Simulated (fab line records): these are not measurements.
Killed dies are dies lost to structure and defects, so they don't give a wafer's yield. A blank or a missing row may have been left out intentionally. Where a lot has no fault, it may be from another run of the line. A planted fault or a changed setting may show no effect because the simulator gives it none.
fab line records -- flow n5_finfet
[record] lots = 7, wafers = 21
route steps=1938 shown ZERO_LAYER@16 WELL_APT@21 FIN_SAQP@125 FIN_CUT@155 DUMMY_GATE@221 SD_EPI_N@268
start_h: hours from the record's first day to the start of the lot's first wafer shown -- wait_h: hours from the lot's prior step to this one -- " the same as in the row above -- L1.1+2: several wafers, shown together as one row -- - no value, or no start was given -- * or withheld: withheld -- < > ~ a bound
route shown NAME@n: names a module that has steps shown in the file, with the first one's number in the route -- usual: mean/standard deviation of fault-free wafers -- same: alike in all rows -- chamber/n: place in a boat -- sites: per-site readings -- _std_site: standard deviation across them -- _edge_site: the outer-site mean with the inner-site mean subtracted -- radius_mm: how far each site lies from the wafer's centre -- mask NAME#n: copy n -- behind: the last tool/chamber to shape the wafer -- hold: why the lot was held/for how many hours/how that ended -- device: transistor that didn't switch, given as n, p or np -- end of line: the same wafers' tests at the end of the route -- where a step has no rows: the recipe by itself -- killed: not the wafer's yield, but the dies lost to structure and defects at the first sort -- map: dies across one wafer; x = killed, . = not, _ = none there
set.NAME: the setting the step ran with; set.NAME@STEP: the setting that earlier step ran with -- model.NAME: the simulator's own value behind a step, which no gauge read
lots whose settings were changed on purpose; a table a step, a row a wafer
[[steps]]
[step N5_ZERO_LAYER_ETCH_18]
[recipe] chemistry = HBr/Cl2, target = Si, target_depth_a = 1200, time_s = 40, pressure_mtorr = 10, icp_w = 800, bias_w = 75, HBr_flow_sccm = 150, Cl2_flow_sccm = 80
lot.wafer,tool,chamber,start_h,wait_h,set.icp_w,model.etch.depth_nm,model.ZERO_LAYER.feature_depth_nm
L074.1,rie_si-03,1,12.91,0.0,756.5,116,116
L074.4,rie_si-03,3,12.91,0.0,800,121.6,121.6
L074.5,rie_si-03,0,12.91,0.0,756.5,118.6,118.6
L077.1,rie_si-04,0,30.93,0.0,800,121.2,121.2
L077.3,rie_si-04,3,30.93,0.0,911.7,128.3,128.3
L077.5,rie_si-04,2,30.93,0.0,800,120.3,120.3
L079.2,rie_si-01,3,42.91,0.0,800,118.2,118.2
L079.4,rie_si-01,2,42.91,0.0,800,119.5,119.5
L079.6,rie_si-01,2,42.91,0.0,800,119.3,119.3
L080.2,rie_si-04,2,48.85,0.0,800,121.4,121.4
L080.4,rie_si-04,1,48.85,0.0,686.6,113.8,113.8
L080.5,rie_si-04,1,48.85,0.0,800,122.7,122.7
L083.1,rie_si-01,2,66.97,0.1,707,114.1,114.1
L083.4,rie_si-01,3,66.97,0.1,707,113.4,113.4
L083.6,rie_si-01,1,66.97,0.1,800,121.6,121.6
L094.1,rie_si-04,2,132.93,0.0,800,120,120
L094.3,rie_si-04,1,132.93,0.0,800,121.4,121.4
L094.6,rie_si-04,1,132.93,0.0,800,121.9,121.9
L095.2,rie_si-01,2,138.92,0.0,675.6,111.5,111.5
L095.3,rie_si-01,0,138.92,0.0,800,119.8,119.8
L095.5,rie_si-01,2,138.92,0.0,675.6,112.1,112.1
[step N5_WELL_APT_COAT_02]
[recipe] spin_rpm = 1357, resist_thk_nm = 950
lot.wafer,tool,chamber,start_h,wait_h,set.spin_rpm,model.coat_of_WELL_APT_COAT_02.thk_nm
L074.1,litho_track-04,0,-,-,1357,949.4
L074.4,litho_track-04,0,-,-,1357,949
L074.5,litho_track-04,0,-,-,1357,950.3
L077.1,litho_track-02,0,-,-,1307,971.2
L077.3,litho_track-02,0,-,-,1307,973.2
L077.5,litho_track-02,0,-,-,1357,955.2
L079.2,litho_track-02,0,-,-,1357,950.8
L079.4,litho_track-02,0,-,-,1357,952.5
L079.6,litho_track-02,0,-,-,1357,949.9
L080.2,litho_track-04,0,-,-,1415,935.8
L080.4,litho_track-04,0,-,-,1415,936.3
L080.5,litho_track-04,0,-,-,1415,931.4
L083.1,litho_track-01,0,-,-,1235,994.9
L083.4,litho_track-01,0,-,-,1357,947
L083.6,litho_track-01,0,-,-,1235,989.5
L094.1,litho_track-01,0,-,-,1357,946.8
L094.3,litho_track-01,0,-,-,1226,998.8
L094.6,litho_track-01,0,-,-,1357,954.4
L095.2,litho_track-02,0,-,-,1319,967.9
L095.3,litho_track-02,0,-,-,1319,968.1
L095.5,litho_track-02,0,-,-,1357,955.3
[step N5_WELL_APT_EXPOSE_05]
[recipe] mask_id = NWELL, na = 0.8, source_shape = conventional, sigma_outer = 0.8, polarization = unpolarized, defocus_nm = 0, target_cd_nm = 200, dose_mj = 20.3
lot.wafer,tool,chamber,start_h,wait_h,mask,set.dose_mj
L074.1+4+5,krf_scanner-01,0,13.54,-,NWELL#0,20.3
L077.1+5,krf_scanner-02,0,31.53,-,NWELL#0,20.3
L077.3,krf_scanner-02,0,31.53,-,NWELL#0,21.08
L079.2+4+6,krf_scanner-02,0,43.51,-,NWELL#0,20.3
L080.2+4+5,krf_scanner-01,0,49.57,-,NWELL#0,20.3
L083.1+6,krf_scanner-02,0,67.57,-,NWELL#0,20.3
L083.4,krf_scanner-02,0,67.57,-,NWELL#0,21.51
L094.1+3+6,krf_scanner-02,0,133.66,-,NWELL#0,20.3
L095.2+5,krf_scanner-01,0,139.64,-,NWELL#0,20.3
L095.3,krf_scanner-01,0,139.64,-,NWELL#0,21.25
[step N5_WELL_APT_PEB_06]
[recipe] peb_temp_c = 130, peb_time_s = 90
[step N5_WELL_APT_DEVELOP_07]
[recipe] develop_time_s = 45, rinse_liquid = surfactant_rinse, dry = air_spin, dev_temp_c = 21
[step N5_WELL_APT_HARDBAKE_12]
[recipe] temp_c = 130, time_s = 120
[step N5_WELL_APT_CD_MEAS_08]
[recipe] target_cd_nm = 200, landing_energy_ev = 500, detector = se_inlens
[usual] cd_nm = 200.4/1
lot.wafer,tool,chamber,start_h,wait_h,set.dose_mj@WELL_APT_EXPOSE_05,cd_nm
L074.1,cd_sem-02,0,13.71,-,20.3,199.5
L074.4,cd_sem-02,0,13.71,-,20.3,199.9
L074.5,cd_sem-02,0,13.71,-,20.3,199.2
L077.1,cd_sem-01,0,31.70,-,20.3,198.9
L077.3,cd_sem-01,0,31.70,-,21.08,206.0
L077.5,cd_sem-01,0,31.70,-,20.3,201.0
L079.2,cd_sem-01,0,43.68,-,20.3,201.7
L079.4,cd_sem-01,0,43.68,-,20.3,200.9
L079.6,cd_sem-01,0,43.68,-,20.3,199.1
L080.2,cd_sem-03,0,49.74,-,20.3,200.9
L080.4,cd_sem-03,0,49.74,-,20.3,201.2
L080.5,cd_sem-03,0,49.74,-,20.3,200.9
L083.1,cd_sem-02,0,67.74,-,20.3,197.2
L083.4,cd_sem-02,0,67.74,-,21.51,209.1
L083.6,cd_sem-02,0,67.74,-,20.3,199.7
L094.1,cd_sem-02,0,133.83,-,20.3,200.5
L094.3,cd_sem-02,0,133.83,-,20.3,198.2
L094.6,cd_sem-02,0,133.83,-,20.3,200.6
L095.2,cd_sem-03,0,139.81,-,20.3,198.5
L095.3,cd_sem-03,0,139.81,-,21.25,206.7
L095.5,cd_sem-03,0,139.81,-,20.3,199.6
[step N5_WELL_APT_DESCUM_13]
[recipe] chemistry = O2, time_s = 7.9, source_power_w = 50, bias_power_w = 20, pressure_mtorr = 20, rf_frequency_hz = 2.712e+07, temp_c = 40, o2_flow_sccm = 225
lot.wafer,tool,chamber,start_h,wait_h,set.dose_mj@WELL_APT_EXPOSE_05,model.WELL_APT.cd_nm
L074.1,rie_diel-06,3,13.98,0.2,20.3,199.1
L074.4,rie_diel-06,0,13.98,0.2,20.3,200.2
L074.5,rie_diel-06,3,13.98,0.2,20.3,199
L077.1,rie_diel-04,1,32.42,0.7,20.3,199.2
L077.3,rie_diel-04,0,32.42,0.7,21.08,206
L077.5,rie_diel-04,1,32.42,0.7,20.3,201.2
L079.2,rie_diel-06,1,43.77,0.0,20.3,202
L079.4,rie_diel-06,0,43.77,0.0,20.3,200.7
L079.6,rie_diel-06,1,43.77,0.0,20.3,199
L080.2,rie_diel-06,1,49.83,0.0,20.3,201
L080.4,rie_diel-06,1,49.83,0.0,20.3,201.5
L080.5,rie_diel-06,3,49.83,0.0,20.3,200.5
L083.1,rie_diel-02,3,67.95,0.1,20.3,196.7
L083.4,rie_diel-02,0,67.95,0.1,21.51,209.1
L083.6,rie_diel-02,0,67.95,0.1,20.3,199.7
L094.1,rie_diel-02,2,134.02,0.1,20.3,200.6
L094.3,rie_diel-02,3,134.02,0.1,20.3,198.3
L094.6,rie_diel-02,2,134.02,0.1,20.3,201.2
L095.2,rie_diel-04,0,139.90,0.0,20.3,198.8
L095.3,rie_diel-04,1,139.90,0.0,21.25,206.6
L095.5,rie_diel-04,0,139.90,0.0,20.3,199.5
[step N5_FIN_SAQP_SPACER1_ALD_24]
[recipe] material = SiO2, target_thk_a = 203, temp_c = 300, ald_precursor_family = BDEAS, ald_co_reactant = O2-plasma, pulse_time_s = 1, purge_time_s = 2, co_reactant_purge_time_s = 2, ald_cycles = 218, pressure_torr = 2
lot.wafer,tool,chamber,start_h,wait_h,set.temp_c
L074.1+4,ald_sin-02,"1,3",23.30,0.3,300
L074.5,ald_sin-02,2,23.30,0.3,306.4
L077.1,ald_sin-03,1,44.28,0.3,300
L077.3+5,ald_sin-03,"2,3",44.28,0.3,296.2
L079.2+4+6,ald_sin-02,"2,3,0",53.52,0.5,300
L080.2,ald_sin-03,1,59.46,0.3,291.5
L080.4+5,ald_sin-03,"3,2",59.46,0.3,300
L083.1+4,ald_sin-03,"3,0",78.18,0.9,300
L083.6,ald_sin-03,2,78.18,0.9,305.3
L094.1+3+6,ald_sin-04,"3,1,3",144.93,1.8,300
L095.2,ald_sin-04,0,152.76,3.6,293.9
L095.3+5,ald_sin-04,"1,0",152.76,3.6,300
[step N5_FIN_SAQP_SPACER1_ETCHBACK_25]
[recipe] chemistry = CHF3/O2, mode = anisotropic_etchback, target = SiO2, target_depth_a = 244, time_s = 12.2, pressure_mtorr = 30, source_w = 650, bias_w = 170, Ar_flow_sccm = 200, CHF3_flow_sccm = 50, O2_flow_sccm = 5, ion_energy_ev = 200
[step N5_FIN_SAQP_MANDREL1_REMOVE_56]
[recipe] chemistry = HBr/Cl2/O2, bt_time_s = 10, target = a-Si, stop_on = SiNx, endpoint = OES-SiCl, over_etch_frac = 1, icp_w = 600, bias_w = 22, HBr_flow_sccm = 150, Cl2_flow_sccm = 80, O2_flow_sccm = 5, pressure_mtorr = 10
lot.wafer,tool,chamber,start_h,wait_h,set.temp_c@FIN_SAQP_SPACER1_ALD_24,model.FIN_SAQP.cd_nm
L074.1+4,rie_si-01,"1,3",24.11,0.1,300,20.4
L074.5,rie_si-01,3,24.11,0.1,306.4,20.2
L077.1,rie_si-01,1,45.09,0.1,300,20.4
L077.3,rie_si-01,3,45.09,0.1,296.2,20.6
L077.5,rie_si-01,3,45.09,0.1,296.2,20.8
L079.2,rie_si-03,1,54.32,0.1,300,20.2
L079.4+6,rie_si-03,0,54.32,0.1,300,20.4
L080.2,rie_si-01,3,60.27,0.1,291.5,21.2
L080.4+5,rie_si-01,"1,2",60.27,0.1,300,20.4
L083.1,rie_si-01,1,78.99,0.1,300,20.2
L083.4,rie_si-01,3,78.99,0.1,300,20.4
L083.6,rie_si-01,2,78.99,0.1,305.3,20
L094.1+3,rie_si-01,"2,3",145.78,0.1,300,20.4
L094.6,rie_si-01,3,145.78,0.1,300,20.2
L095.2,rie_si-03,3,153.56,0.1,293.9,20.6
L095.3+5,rie_si-03,"1,2",153.56,0.1,300,20.2
[step N5_FIN_SAQP_ETCH_34]
[recipe] chemistry = C4F6/O2, target = SiO2, target_depth_a = 450, time_s = 15, ion_energy_ev = 250, pressure_mtorr = 30, source_w = 345, bias_w = 185, Ar_flow_sccm = 300, C4F6_flow_sccm = 10, O2_flow_sccm = 10, ends = cleared
[usual] rf_vpp_V = 663/5.7
lot.wafer,tool,chamber,start_h,wait_h,set.source_w,rf_vpp_V
L074.1,rie_diel-04,2,26.27,0.0,345,665
L074.4,rie_diel-04,1,26.27,0.0,345,661
L074.5,rie_diel-04,2,26.27,0.0,345,665
L077.1,rie_diel-06,0,46.86,0.0,306.6,704
L077.3,rie_diel-06,3,46.86,0.0,306.6,699
L077.5,rie_diel-06,1,46.86,0.0,345,666
L079.2,rie_diel-06,3,56.18,0.0,345,659
L079.4,rie_diel-06,3,56.18,0.0,345,658
L079.6,rie_diel-06,0,56.18,0.0,345,662
L080.2,rie_diel-06,3,62.04,0.0,345,659
L080.4,rie_diel-06,1,62.04,0.0,365.1,647
L080.5,rie_diel-06,0,62.04,0.0,345,663
L083.1,rie_diel-02,2,81.01,0.0,345,659
L083.4,rie_diel-02,0,81.01,0.0,345,654
L083.6,rie_diel-02,1,81.01,0.0,345,653
L094.1,rie_diel-06,0,151.22,0.0,345,660
L094.3,rie_diel-06,2,151.22,0.0,345,664
L094.6,rie_diel-06,0,151.22,0.0,323.7,683
L095.2,rie_diel-02,2,156.82,0.0,297.6,710
L095.3,rie_diel-02,3,156.82,0.0,345,674
L095.5,rie_diel-02,1,156.82,0.0,297.6,706
[step N5_FIN_CUT_COAT_19]
[recipe] resist = SiARC, temp_c = 220, time_s = 60, spin_rpm = 1500, resist_thk_nm = 20
lot.wafer,tool,chamber,start_h,wait_h,set.spin_rpm,model.SiARC_of_FIN_CUT_COAT_19.thk_nm
L074.1,litho_track-04,0,-,-,1500,20
L074.4+5,litho_track-04,0,-,-,1669,19
L077.1,litho_track-04,0,-,-,1410,20.6
L077.3+5,litho_track-04,0,-,-,1500,20
L079.2+4+6,litho_track-03,0,-,-,1500,20
L080.2+4,litho_track-04,0,-,-,1426,20.6
L080.5,litho_track-04,0,-,-,1500,20
L083.1,litho_track-04,0,-,-,1428,20.6
L083.4+6,litho_track-04,0,-,-,1500,20
L094.1+3,litho_track-03,0,-,-,1500,20
L094.6,litho_track-03,0,-,-,1661,19
L095.2+3+5,litho_track-03,0,-,-,1500,20
[step N5_FIN_CUT_COAT_29]
[recipe] resist = underlayer, temp_c = 205, time_s = 60, spin_rpm = 1500, resist_thk_nm = 10
[step N5_FIN_CUT_COAT_02]
[recipe] resist = CAR-EUV, spin_rpm = 1500, resist_thk_nm = 30
[step N5_FIN_CUT_DESCUM_13]
[recipe] chemistry = O2, time_s = 7, source_power_w = 50, bias_power_w = 20, pressure_mtorr = 20, rf_frequency_hz = 2.712e+07, temp_c = 40, resist = CAR-EUV, o2_flow_sccm = 225
[step N5_FIN_CUT_ETCH_30]
[recipe] chemistry = N2/H2, target = underlayer, target_depth_a = 130, mask_material = CAR-EUV, time_s = 10.4, ion_energy_ev = 200, pressure_mtorr = 30, source_w = 840, bias_w = 150, n2_flow_sccm = 200, h2_flow_sccm = 200, ends = cleared
[step N5_FIN_CUT_ETCH_20]
[recipe] chemistry = CF4, target = SiARC, target_depth_a = 260, mask_material = CAR-EUV, time_s = 43.3, ion_energy_ev = 80, pressure_mtorr = 40, source_w = 545, bias_w = 36, Ar_flow_sccm = 100, cf4_flow_sccm = 100, ends = cleared
lot.wafer,tool,chamber,start_h,wait_h,set.spin_rpm@FIN_CUT_COAT_19,model.etch.depth_nm
L074.1,rie_diel-03,0,27.34,0.0,1500,20.02
L074.4+5,rie_diel-03,1,27.34,0.0,1669,18.98
L077.1,rie_diel-05,0,47.93,0.0,1410,20.69
L077.3,rie_diel-05,3,47.93,0.0,1500,20.02
L077.5,rie_diel-05,0,47.93,0.0,1500,20.06
L079.2,rie_diel-03,0,57.25,0.0,1500,19.99
L079.4,rie_diel-03,0,57.25,0.0,1500,19.97
L079.6,rie_diel-03,1,57.25,0.0,1500,20.04
L080.2,rie_diel-01,3,63.03,0.0,1426,20.57
L080.4,rie_diel-01,2,63.03,0.0,1426,20.56
L080.5,rie_diel-01,1,63.03,0.0,1500,20.02
L083.1,rie_diel-05,3,82.06,0.0,1428,20.54
L083.4,rie_diel-05,2,82.06,0.0,1500,19.95
L083.6,rie_diel-05,3,82.06,0.0,1500,19.97
L094.1+3,rie_diel-01,"3,1",152.16,0.0,1500,19.97
L094.6,rie_diel-01,1,152.16,0.0,1661,18.94
L095.2+3,rie_diel-05,"3,2",157.83,0.0,1500,20.02
L095.5,rie_diel-05,3,157.83,0.0,1500,20
[step N5_FIN_CUT_ETCH_21]
[recipe] chemistry = N2/H2, target = SOC, target_depth_a = 2190, overetch_a = 438, mask_material = SiARC, temp_c = 40, ion_energy_ev = 100, bias_w = 61, time_s = 523.5, pressure_mtorr = 30, source_w = 850, n2_flow_sccm = 200, h2_flow_sccm = 200
lot.wafer,tool,chamber,start_h,wait_h,set.spin_rpm@FIN_CUT_COAT_19,model.SiARC_of_FIN_CUT_COAT_19.thk_nm
L074.1,rie_diel-03,0,27.38,0.0,1500,11.8
L074.4,rie_diel-03,1,27.38,0.0,1669,11
L074.5,rie_diel-03,1,27.38,0.0,1669,10.8
L077.1,rie_diel-05,0,47.97,0.0,1410,12.6
L077.3,rie_diel-05,3,47.97,0.0,1500,11.8
L077.5,rie_diel-05,0,47.97,0.0,1500,12
L079.2+6,rie_diel-03,"0,1",57.28,0.0,1500,12
L079.4,rie_diel-03,0,57.28,0.0,1500,11.8
L080.2+4,rie_diel-01,"3,2",63.07,0.0,1426,12.4
L080.5,rie_diel-01,1,63.07,0.0,1500,12
L083.1,rie_diel-05,3,82.10,0.0,1428,12.4
L083.4,rie_diel-05,2,82.10,0.0,1500,11.6
L083.6,rie_diel-05,3,82.10,0.0,1500,11.8
L094.1+3,rie_diel-01,"3,1",152.20,0.0,1500,11.8
L094.6,rie_diel-01,1,152.20,0.0,1661,10.8
L095.2+5,rie_diel-05,3,157.87,0.0,1500,11.8
L095.3,rie_diel-05,2,157.87,0.0,1500,11.6
[step N5_DUMMY_GATE_PECVD_30]
[recipe] material = SiO2, target_thk_a = 550, temp_c = 400, precursor = TEOS/O2, pressure_torr = 6.5, rf_w = withheld, teos_flow_sccm = withheld, gas = O2, flow_sccm = 2650, time_s = 10.8
lot.wafer,tool,chamber,start_h,wait_h,set.time_s,model.SiO2_of_DUMMY_GATE_PECVD_30.thk_nm
L074.1,pecvd-01,0,49.65,0.0,10.03,50.8
L074.4,pecvd-01,1,49.65,0.0,10.03,51
L074.5,pecvd-01,1,49.65,0.0,10.03,51.4
L077.1,pecvd-02,1,68.38,0.0,10.1,51.2
L077.3,pecvd-02,0,68.38,0.0,10.8,55.8
L077.5,pecvd-02,2,68.38,0.0,10.1,53.2
L079.2,pecvd-01,1,76.30,0.0,10.8,54
L079.4,pecvd-01,1,76.30,0.0,10.8,55.4
L079.6,pecvd-01,1,76.30,0.0,10.8,56
L080.2,pecvd-04,0,83.35,0.0,11.3,57.6
L080.4,pecvd-04,1,83.35,0.0,10.8,55.6
L080.5,pecvd-04,0,83.35,0.0,10.8,56
L083.1,pecvd-04,2,100.46,0.0,10.8,54.4
L083.4,pecvd-04,1,100.46,0.0,9.606,49
L083.6,pecvd-04,2,100.46,0.0,9.606,49.6
L094.1,pecvd-02,2,172.69,0.0,12.22,61
L094.3,pecvd-02,1,172.69,0.0,10.8,54
L094.6,pecvd-02,2,172.69,0.0,10.8,55
L095.2,pecvd-01,2,175.57,0.0,10.29,51.6
L095.3,pecvd-01,1,175.57,0.0,10.29,51.4
L095.5,pecvd-01,1,175.57,0.0,10.8,54.8
[step N5_DUMMY_GATE_COAT_09]
[recipe] resist = CAR-EUV, spin_rpm = 1500, resist_thk_nm = 30
lot.wafer,tool,chamber,start_h,wait_h,set.spin_rpm,model.CAR-EUV_of_DUMMY_GATE_COAT_09.thk_nm
L074.1+4+5,litho_track-03,0,-,-,1500,30
L077.1+5,litho_track-05,0,-,-,1500,30
L077.3,litho_track-05,0,-,-,1500,29.8
L079.2+4+6,litho_track-05,0,-,-,1500,30
L080.2+4+5,litho_track-05,0,-,-,1500,30
L083.1+4+6,litho_track-02,0,-,-,1500,30
L094.1+3,litho_track-02,0,-,-,1500,30
L094.6,litho_track-02,0,-,-,1666,28.6
L095.2,litho_track-03,0,-,-,1500,30.2
L095.3+5,litho_track-03,0,-,-,1666,28.6
[step N5_DUMMY_GATE_EBR_11]
[recipe] solvent = PGMEA, ebr_width_mm = 1.5
[step N5_DUMMY_GATE_SOFTBAKE_10]
[recipe] temp_c = 110, time_s = 60, resist = CAR-EUV
[step N5_DUMMY_GATE_EXPOSE_12]
[recipe] mask_id = GATE, na = 0.33, source_shape = annular, sigma_inner = 0.2, sigma_outer = 0.6, polarization = unpolarized, target_cd_nm = 25, dose_mj = 34
[step N5_DUMMY_GATE_PEB_13]
[recipe] peb_temp_c = 100, peb_time_s = 60, resist = CAR-EUV
[step N5_DUMMY_GATE_DEVELOP_14]
[recipe] develop_time_s = 30, developer = TMAH, resist = CAR-EUV, rinse_liquid = surfactant_rinse, dry = air_spin, dev_temp_c = 23
lot.wafer,tool,chamber,start_h,wait_h,set.spin_rpm@DUMMY_GATE_COAT_09,model.CAR-EUV_of_DUMMY_GATE_COAT_09.thk_nm
L074.1+4+5,litho_track-05,0,-,-,1500,29.6
L077.1+3+5,litho_track-05,0,-,-,1500,29.4
L079.2+4+6,litho_track-03,0,-,-,1500,29.6
L080.2+5,litho_track-05,0,-,-,1500,29.4
L080.4,litho_track-05,0,-,-,1500,29.6
L083.1+4+6,litho_track-02,0,-,-,1500,29.6
L094.1+3,litho_track-03,0,-,-,1500,29.6
L094.6,litho_track-03,0,-,-,1666,28.2
L095.2,litho_track-02,0,-,-,1500,29.6
L095.3+5,litho_track-02,0,-,-,1666,28.2
[step N5_DUMMY_GATE_STRIP_41]
[recipe] chemistry = O2, power_w = 400, temp_c = 40, pressure_mtorr = 30, rf_frequency_hz = 6e+07, bias_power_w = 0, overash_fraction = 0.3, o2_flow_sccm = 225
[step N5_DUMMY_GATE_HM_OPEN_21]
[recipe] chemistry = CH3F/O2, target = SiNx, target_depth_a = 1200, Ar_flow_sccm = 150, CH3F_flow_sccm = 30, O2_flow_sccm = 23, time_s = 171.4, pressure_mtorr = 30, source_w = 395, bias_w = 73, ion_energy_ev = 120.7
[step N5_DUMMY_GATE_ETCH_32]
[recipe] chemistry = CF4, target = SiO2, target_depth_a = 35, time_s = 3.9, ion_energy_ev = 350, pressure_mtorr = 10, icp_w = 800, bias_w = 400, cf4_flow_sccm = 80
lot.wafer,tool,chamber,start_h,wait_h,set.time_s@DUMMY_GATE_PECVD_30,model.SiO2_of_DUMMY_GATE_PECVD_30.thk_nm
L074.1,rie_si-02,3,51.07,0.1,10.03,37.4
L074.4,rie_si-02,1,51.07,0.1,10.03,37.2
L074.5,rie_si-02,1,51.07,0.1,10.03,37.8
L077.1,rie_si-02,3,69.63,0.1,10.1,37.4
L077.3,rie_si-02,0,69.63,0.1,10.8,42.2
L077.5,rie_si-02,3,69.63,0.1,10.1,39.4
L079.2,rie_si-05,3,77.77,0.1,10.8,40.6
L079.4,rie_si-05,0,77.77,0.1,10.8,42
L079.6,rie_si-05,0,77.77,0.1,10.8,42.2
L080.2,rie_si-05,1,84.82,0.1,11.3,44.2
L080.4,rie_si-05,3,84.82,0.1,10.8,42.2
L080.5,rie_si-05,3,84.82,0.1,10.8,42.6
L083.1,rie_si-05,0,101.70,0.1,10.8,41
L083.4,rie_si-05,2,101.70,0.1,9.606,35.6
L083.6,rie_si-05,0,101.70,0.1,9.606,35.8
L094.1,rie_si-02,2,173.97,0.1,12.22,47.6
L094.3,rie_si-02,0,173.97,0.1,10.8,40.4
L094.6,rie_si-02,0,173.97,0.1,10.8,41.4
L095.2,rie_si-05,2,176.87,0.1,10.29,38.2
L095.3,rie_si-05,0,176.87,0.1,10.29,38
L095.5,rie_si-05,0,176.87,0.1,10.8,41.2
[step N5_SD_EPI_N_PEB_07]
[recipe] peb_temp_c = 110, peb_time_s = 60, resist = CAR-ArF-block
lot.wafer,tool,chamber,start_h,wait_h,set.peb_temp_c
L074.1+4,litho_track-02,0,52.49,0.1,111.9
L074.5,litho_track-02,0,52.49,0.1,110
L077.1+3+5,litho_track-02,0,71.05,0.1,113.7
L079.2+4+6,litho_track-01,0,79.77,0.0,110
L080.2,litho_track-04,0,87.98,0.0,111.3
L080.4+5,litho_track-04,0,87.98,0.0,110
L083.1+4+6,litho_track-01,0,103.23,0.1,110
L094.1+3+6,litho_track-01,0,175.39,0.1,110
L095.2+5,litho_track-04,0,178.73,0.0,112.1
L095.3,litho_track-04,0,178.73,0.0,110
[step N5_SD_EPI_N_DEVELOP_08]
[recipe] develop_time_s = 30, developer = TMAH, resist = CAR-ArF-block, dev_temp_c = 23, rinse_liquid = diw, dry = air_spin
[step N5_SD_EPI_N_CD_MEAS_09]
[recipe] target_cd_nm = 120, landing_energy_ev = 500, detector = se_inlens
[usual] cd_nm = 120.2/0.62
lot.wafer,tool,chamber,start_h,wait_h,set.peb_temp_c@SD_EPI_N_PEB_07,cd_nm
L074.1,cd_sem-02,0,52.56,-,111.9,125.1
L074.4,cd_sem-02,0,52.56,-,111.9,125.2
L074.5,cd_sem-02,0,52.56,-,110,120.4
L077.1,cd_sem-02,0,71.11,-,113.7,129.3
L077.3,cd_sem-02,0,71.11,-,113.7,130.2
L077.5,cd_sem-02,0,71.11,-,113.7,130.2
L079.2,cd_sem-03,0,79.84,-,110,120.1
L079.4,cd_sem-03,0,79.84,-,110,120.2
L079.6,cd_sem-03,0,79.84,-,110,119.6
L080.2,cd_sem-03,0,88.04,-,111.3,122.9
L080.4,cd_sem-03,0,88.04,-,110,119.6
L080.5,cd_sem-03,0,88.04,-,110,119.0
L083.1,cd_sem-03,0,103.29,-,110,120.0
L083.4,cd_sem-03,0,103.29,-,110,120.1
L083.6,cd_sem-03,0,103.29,-,110,120.7
L094.1,cd_sem-03,0,175.46,-,110,120.9
L094.3,cd_sem-03,0,175.46,-,110,121.2
L094.6,cd_sem-03,0,175.46,-,110,121.4
L095.2,cd_sem-02,0,178.80,-,112.1,125.3
L095.3,cd_sem-02,0,178.80,-,110,119.5
L095.5,cd_sem-02,0,178.80,-,112.1,124.1
[[key]]
[split] step = N5_ZERO_LAYER_ETCH_18, setting = icp_w, stated = 800, by = wafer
[response] step = N5_ZERO_LAYER_ETCH_18, reading = model.etch.depth_nm, change = +0.573, per = 1%, r = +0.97
[response] step = N5_ZERO_LAYER_ETCH_18, reading = model.ZERO_LAYER.feature_depth_nm, change = +0.573, per = 1%, r = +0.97
[split] step = N5_WELL_APT_COAT_02, setting = spin_rpm, stated = 1357, by = wafer
[response] step = N5_WELL_APT_COAT_02, reading = model.coat_of_WELL_APT_COAT_02.thk_nm, change = -4.96, per = 1%, r = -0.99
[split] step = N5_WELL_APT_EXPOSE_05, setting = dose_mj, stated = 20.3, by = wafer
[response] step = N5_WELL_APT_CD_MEAS_08, reading = cd_nm, change = +1.69, per = 1%, r = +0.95
[response] step = N5_WELL_APT_DESCUM_13, reading = model.WELL_APT.cd_nm, change = +1.69, per = 1%, r = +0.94
[split] step = N5_FIN_SAQP_SPACER1_ALD_24, setting = temp_c, stated = 300, by = wafer
[response] step = N5_FIN_SAQP_MANDREL1_REMOVE_56, reading = model.FIN_SAQP.cd_nm, change = -0.206, per = 1%, r = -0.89
[split] step = N5_FIN_SAQP_ETCH_34, setting = source_w, stated = 345, by = wafer
[response] step = N5_FIN_SAQP_ETCH_34, reading = rf_vpp_V, change = -2.82, per = 1%, r = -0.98
[split] step = N5_FIN_CUT_COAT_19, setting = spin_rpm, stated = 1500, by = wafer
[response] step = N5_FIN_CUT_COAT_19, reading = model.SiARC_of_FIN_CUT_COAT_19.thk_nm, change = -0.0966, per = 1%, r = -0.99
[response] step = N5_FIN_CUT_ETCH_20, reading = model.etch.depth_nm, change = -0.0988, per = 1%, r = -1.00
[response] step = N5_FIN_CUT_ETCH_21, reading = model.SiARC_of_FIN_CUT_COAT_19.thk_nm, change = -0.0934, per = 1%, r = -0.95
[split] step = N5_DUMMY_GATE_PECVD_30, setting = time_s, stated = 10.8, by = wafer
[response] step = N5_DUMMY_GATE_PECVD_30, reading = model.SiO2_of_DUMMY_GATE_PECVD_30.thk_nm, change = +0.497, per = 1%, r = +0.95
[response] step = N5_DUMMY_GATE_ETCH_32, reading = model.SiO2_of_DUMMY_GATE_PECVD_30.thk_nm, change = +0.51, per = 1%, r = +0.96
[split] step = N5_DUMMY_GATE_COAT_09, setting = spin_rpm, stated = 1500, by = wafer
[response] step = N5_DUMMY_GATE_COAT_09, reading = model.CAR-EUV_of_DUMMY_GATE_COAT_09.thk_nm, change = -0.136, per = 1%, r = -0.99
[response] step = N5_DUMMY_GATE_DEVELOP_14, reading = model.CAR-EUV_of_DUMMY_GATE_COAT_09.thk_nm, change = -0.127, per = 1%, r = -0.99
[split] step = N5_SD_EPI_N_PEB_07, setting = peb_temp_c, stated = 110, by = wafer
[response] step = N5_SD_EPI_N_CD_MEAS_09, reading = cd_nm, change = +2.76, per = 1%, r = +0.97
